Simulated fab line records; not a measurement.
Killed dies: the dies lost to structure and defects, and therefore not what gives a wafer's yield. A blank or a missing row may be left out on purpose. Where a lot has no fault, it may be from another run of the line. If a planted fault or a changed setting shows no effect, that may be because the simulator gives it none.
Problem report, 8D (eight disciplines) form, completed by code + flow n5_finfet + the parts of the form that need people (team, actions taken, sign-off) are left out

== 1. THE PROBLEM ==
Wafers without a fault read 1500.0 rpm, standard deviation 1; spin_speed_rpm at N5_BEOL_M6_COAT_71 reads a mean of 1757.3 rpm on 6 wafers belonging to 2 lots. That is +99 or more standard deviations from the usual mean.
The step: time 60 s, resist thk 5 nm.
The first sign was on wafer L949.3 at day 12 23:35, on litho_track-02. Wafers with a number at this step in the record: 30, from 10 lots. Rule for "out" (also "out of limits"): further than 4 standard deviations from the usual mean. Any other wafer with a number is counted as sound.

== 2. WHAT IT IS AND WHAT IT IS NOT ==
| question                    | is                     | is not                                                                    |
|-----------------------------|------------------------|---------------------------------------------------------------------------|
| which readings at this step | spin_speed_rpm         | -                                                                         |
| which lots                  | L949, L951             | L933, L934, L936, L939, L940, L943, L953, L955                            |
| which wafers of those lots  | all that have a number | -                                                                         |
| read on which tools         | litho_track-02         | litho_track-04, litho_track-05                                            |
| when                        | from day 12 23:35      | up to then (18 sound wafers); but 6 sound wafers of L953, L955 came after |

== 3. SUSPECTS, AND WHAT RULES EACH OUT ==
Counting: a tool at a process step up to the reading stays a suspect if it ran every lot that is out and no sound lot after the first of them.
- uv_cure-02 at N5_BEOL_M6_CURE_74 (cures SiCOH lowk, time 240 s): ruled out as a lasting fault. After its first lot that is out, L949 (day 12 19:32), sound lots L953 ran on it.
- litho_track-02 at N5_BEOL_M6_COAT_71 (time 60 s, resist thk 5 nm): kept. It processed each lot that is out, first L949 at day 12 23:35, and no sound lot thereafter; up to then, the last sound lot it processed was L939 at day 10 15:53. Its own spin_speed_rpm readings are out on those wafers.
Remaining after the count: litho_track-02 at N5_BEOL_M6_COAT_71.

== 4. THE CAUSE (what the simulator had put in) ==
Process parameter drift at N5_BEOL_M6_COAT_71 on litho_track-02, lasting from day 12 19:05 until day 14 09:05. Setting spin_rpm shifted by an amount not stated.
Counting left only this tool.

== 5. THE EFFECT CHAIN, in route order ==
Each row: a reading whose mean over the struck wafers that have a number lies more than 3 standard deviations from the usual. Readings are gone through only where the record gives a usual standard deviation; hours: the median, over the lots, of the time from a lot's start at the first step in this table giving one to that lot's start at this step; sigmas: the change measured in usual standard deviations.
| hours | step               | reading           | usual      | on struck wafers | change | sigmas      |
|-------|--------------------|-------------------|------------|------------------|--------|-------------|
| 0     | N5_BEOL_M6_COAT_71 | spin_speed_rpm    | 1500.0 rpm | 1757.3           | +257.3 | +99 or more |
| 1     | N5_BEOL_M6_ETCH_72 | etch_rf_on_time_s | 5.15 s     | 4.70             | -0.45  | -5.2        |
It contains these process steps:
- N5_BEOL_M6_COAT_71: time 60 s, resist thk 5 nm.
- N5_BEOL_M6_ETCH_72: etches underlayer in N2/H2, target depth 6.5 nm, time 5.2 s.
Later steps that measure or inspect, where all struck wafers having a row at the step show a number for every such reading and not one has moved that far: N5_BEOL_M6_OVL_MEAS_29.

== 6. HOW IT WOULD HAVE BEEN CAUGHT EARLIER ==
The fault began at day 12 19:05; the first out-of-limits reading in this record came at day 12 23:35, 4 hours later.
